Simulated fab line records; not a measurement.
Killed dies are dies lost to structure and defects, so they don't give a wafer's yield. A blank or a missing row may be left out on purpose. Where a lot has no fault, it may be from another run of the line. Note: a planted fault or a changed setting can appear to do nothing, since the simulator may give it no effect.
Which tool did it?    flow n5Finfet    Sampling: 11 lots, 31 wafers, 5 of 1938 route steps

## WHAT THE GAUGES READ, wafer by wafer
N5_BEOL_M1_THK_MEAS_53: measures by xrf. Usual: M1_THK 39.7 nm, standard deviation 1.5.
lot   measured      on            M1_THK (nm)     flag
L131  day 6 14:23   filmMetro-02  39.1 40.8 41.3  
L132  day 6 18:07   filmMetro-02  40.9 40.4 40.6  
L133  day 6 22:22   filmMetro-02  38.4 38.1       
L135  day 7 13:02   filmMetro-01  41.2 40.0 40.8  
L137  day 7 21:22   filmMetro-01  38.2 40.1 42.1  
L139  day 8 07:15   filmMetro-01  38.4 39.4 38.7  
L140  day 9 10:18   filmMetro-02  39.7 39.1 42.3  
L147  day 10 12:52  filmMetro-02  36.7 40.4       
L148  day 10 15:37  filmMetro-02  39.9 42.2 40.9  
L149  day 11 01:47  filmMetro-02  37.5 38.9 40.0  
L154  day 12 03:04  filmMetro-01  39.9 39.0 39.9  

N5_BEOL_M4_RC_MEAS_101. Usual: DIBL_N 36.0 mV/V, standard deviation 2.2; DIBL_P 36.2 mV/V, standard deviation 2.4; IOFF_N 0.16 nA/um, standard deviation 0.035; IOFF_P 0.21 nA/um, standard deviation 0.037; ION_N 672 uA/um, standard deviation 13; ION_P 461 uA/um, standard deviation 7; SS_N 71.4 mV/dec, standard deviation 0.69; SS_P 73.2 mV/dec, standard deviation 0.75; VT_N 250 mV, standard deviation 3.4; VT_P -251 mV, standard deviation 3.
lot   measured      on         DIBL_N (mV/V)   DIBL_P (mV/V)   IOFF_N (nA/um)  IOFF_P (nA/um)  ION_N (uA/um)  ION_P (uA/um)  SS_N (mV/dec)   SS_P (mV/dec)   VT_N (mV)    VT_P (mV)       flag
L131  day 9 13:01   prober-01  33.9 35.4 35.7  34.2 35.7 36.5  0.12 0.16 0.17  0.17 0.19 0.21  659 677 694    451 457 467    71.3 71.1 70.8  73.7 73.4 73.6  252 250 246  -257 -253 -252  
L132  day 9 15:42   prober-02  33.4 30.8 33.7  33.8 32.2 34.7  0.13 0.10 0.14  0.17 0.16 0.19  678 659 679    460 462 465    70.8 70.2 70.8  72.1 72.1 72.4  252 257 249  -251 -254 -253  
L133  day 9 10:32   prober-01  38.5 39.2       37.1 37.9       0.18 0.21       0.22 0.24       671 679        458 458        72.7 71.8       73.8 73.9       247 248      -250 -246       
L135  day 10 16:19  prober-02  34.8 34.9 33.5  35.5 35.1 34.3  0.14 0.14 0.12  0.20 0.20 0.18  672 666 661    463 462 457    70.9 70.7 70.3  73.6 72.9 72.7  252 251 254  -252 -248 -251  
L137  day 10 19:05  prober-01  35.2 32.3 35.6  34.8 32.9 36.0  0.14 0.11 0.14  0.18 0.16 0.19  665 655 667    455 454 461    71.1 70.3 71.0  72.2 71.8 72.8  253 254 251  -255 -252 -254  
L139  day 11 00:42  prober-01  38.1 38.7 37.8  37.4 40.3 39.1  0.20 0.22 0.19  0.21 0.26 0.23  667 690 677    455 466 459    72.1 71.9 71.7  73.1 74.4 73.5  250 244 248  -252 -246 -252  
L140  day 11 21:04  prober-02  40.6 37.0 39.7  41.8 38.9 41.3  0.22 0.14 0.20  0.27 0.20 0.24  697 661 671    467 457 457    72.3 71.7 72.9  74.2 73.3 74.5  246 254 247  -247 -249 -249  
L147  day 13 15:56  prober-02  34.0 34.9       34.4 34.8       0.13 0.14       0.17 0.18       664 663        454 455        71.3 72.2       72.1 72.4       252 252      -252 -253       
L148  day 13 14:39  prober-01  36.3 32.1 32.0  34.9 30.5 30.6  0.13 0.09 0.09  0.19 0.14 0.14  659 651 647    452 450 452    71.5 69.7 69.8  73.4 72.0 71.9  252 258 259  -250 -256 -254  
L149  day 13 16:46  prober-01  40.9 38.3 38.9  41.1 37.2 38.2  0.26 0.18 0.20  0.30 0.23 0.24  700 689 691    476 466 462    72.6 71.8 71.8  75.2 73.6 74.7  243 249 249  -247 -251 -249  
L154  day 15 05:06  prober-01  36.0 37.5 36.2  35.5 37.4 36.2  0.14 0.18 0.16  0.20 0.24 0.21  676 682 678    466 473 466    70.8 71.7 71.3  73.0 73.2 73.0  251 249 250  -249 -247 -248  

## WHICH TOOL RAN EACH LOT (tool, then ch and the chambers of the sampled wafers, then the start)
lot   N5_BEOL_M1_ANNEAL_95         N5_BEOL_M1_ANNEAL_51             N5_BEOL_M1_CO_CAP_55
L131  pvdSputter-01, day 6 13:27   rtpAnneal-01 ch 0, day 6 13:47   cvdCo-01 ch 0,2, day 6 14:29
L132  pvdSputter-01, day 6 17:10   rtpAnneal-01 ch 0, day 6 17:31   cvdCo-01 ch 2, day 6 18:13
L133  pvdSputter-01, day 6 21:26   rtpAnneal-02 ch 0, day 6 21:50   cvdCo-02 ch 1,2, day 6 22:27
L135  pvdSputter-01, day 7 12:06   rtpAnneal-01 ch 0, day 7 12:26   cvdCo-01 ch 0,1,2, day 7 13:07
L137  pvdSputter-01, day 7 20:26   rtpAnneal-02 ch 0, day 7 20:47   cvdCo-02 ch 0,2, day 7 21:27
L139  pvdSputter-01, day 8 06:19   rtpAnneal-02 ch 0, day 8 06:40   cvdCo-02 ch 0,1,2, day 8 07:20
L140  pvdSputter-03, day 9 09:15   rtpAnneal-02 ch 0, day 9 09:42   cvdCo-02 ch 0,1,2, day 9 10:22
L147  pvdSputter-01, day 10 11:56  rtpAnneal-02 ch 0, day 10 12:16  cvdCo-01 ch 0,1, day 10 13:08
L148  pvdSputter-02, day 10 14:41  rtpAnneal-02 ch 0, day 10 15:01  cvdCo-01 ch 0,1, day 10 15:41
L149  pvdSputter-02, day 11 00:41  rtpAnneal-02 ch 0, day 11 01:15  cvdCo-01 ch 1,2, day 11 01:52
L154  pvdSputter-03, day 12 02:08  rtpAnneal-01 ch 0, day 12 02:28  cvdCo-01 ch 0,1,2, day 12 03:08
- N5_BEOL_M1_ANNEAL_95: time 240 s.
- N5_BEOL_M1_ANNEAL_51: time 90 s.
- N5_BEOL_M1_CO_CAP_55: material Co, precursor CCTBA/H2, target thk 2 nm, time 102.1 s.

## AS READ BY THE TOOLS THEMSELVES (means over the sampled wafers that have a number; for cases with no such wafer, the mark the record gives instead)
N5_BEOL_M1_ANNEAL_95. Usual: heaterPowerW at 838 W, with a standard deviation of 47.
lot   tool           heaterPowerW (W)  flag
L131  pvdSputter-01  832               
L132  pvdSputter-01  811               
L133  pvdSputter-01  837               
L135  pvdSputter-01  825               
L137  pvdSputter-01  825               
L139  pvdSputter-01  810               
L140  pvdSputter-03  888               
L147  pvdSputter-01  820               
L148  pvdSputter-02  804               
L149  pvdSputter-02  854               
L154  pvdSputter-03  842               

N5_BEOL_M1_ANNEAL_51. Usual: wafer_temp_C_max at 226.09, with a standard deviation of 0.25.
lot   tool          wafer_temp_C_max  flag
L131  rtpAnneal-01  225.68            
L132  rtpAnneal-01  226.16            
L133  rtpAnneal-02  226.00            
L135  rtpAnneal-01  226.04            
L137  rtpAnneal-02  226.31            
L139  rtpAnneal-02  226.10            
L140  rtpAnneal-02  226.22            
L147  rtpAnneal-02  226.50            
L148  rtpAnneal-02  226.26            
L149  rtpAnneal-02  226.39            
L154  rtpAnneal-01  225.77            

N5_BEOL_M1_CO_CAP_55. Usual: heaterPowerW 250 W, standard deviation 23; runLengthS 125.2 s, standard deviation 0.57.
lot   tool      heaterPowerW (W)  runLengthS (s)  flag
L131  cvdCo-01  257               125.0           
L132  cvdCo-01  227               125.9           
L133  cvdCo-02  227               124.9           
L135  cvdCo-01  264               125.0           
L137  cvdCo-02  241               125.7           
L139  cvdCo-02  236               149.1           OFF
L140  cvdCo-02  237               149.2           OFF
L147  cvdCo-01  275               124.8           
L148  cvdCo-01  280               124.9           
L149  cvdCo-01  245               125.6           
L154  cvdCo-01  262               125.1           

## THE ANSWER, worked out from the rows above alone
Rule: lot off if the mean of its wafers having a number is beyond 3 standard deviations from the usual mean. Also off: a lot with no number at a reading for which 4 or more lots have one. The other lots that the step has rows for count as sound. Order of review: gauges by route order, followed by the tools' own readings, for which a lot's mean as printed above is used. At the first step where some lot is off, the reading lying furthest off is the one used; lots without a number count as furthest.
Off, at N5_BEOL_M1_CO_CAP_55 on runLengthS: L139, L140.
If a tool, at that step or one of the process steps before it, ran each lot that is off and ran no sound lot following the first of them, it fits. One candidate fits, namely cvdCo-02 at N5_BEOL_M1_CO_CAP_55. Its last sound lot is L137 (day 7 21:27), its first lot that is off L139 (day 8 07:20): a fault that began between those two fits.
On the lots that are off, the tool's own readings at N5_BEOL_M1_CO_CAP_55 differ by more than 5 times the standard deviation of the sound lots' means, which bears it out; runLengthS reads 149.1 s there versus 125.2 s on the sound lots.

## WHAT WAS PUT IN BY THE SIMULATOR
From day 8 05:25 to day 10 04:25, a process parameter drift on cvdCo-02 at N5_BEOL_M1_CO_CAP_55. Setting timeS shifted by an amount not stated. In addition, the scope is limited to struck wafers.
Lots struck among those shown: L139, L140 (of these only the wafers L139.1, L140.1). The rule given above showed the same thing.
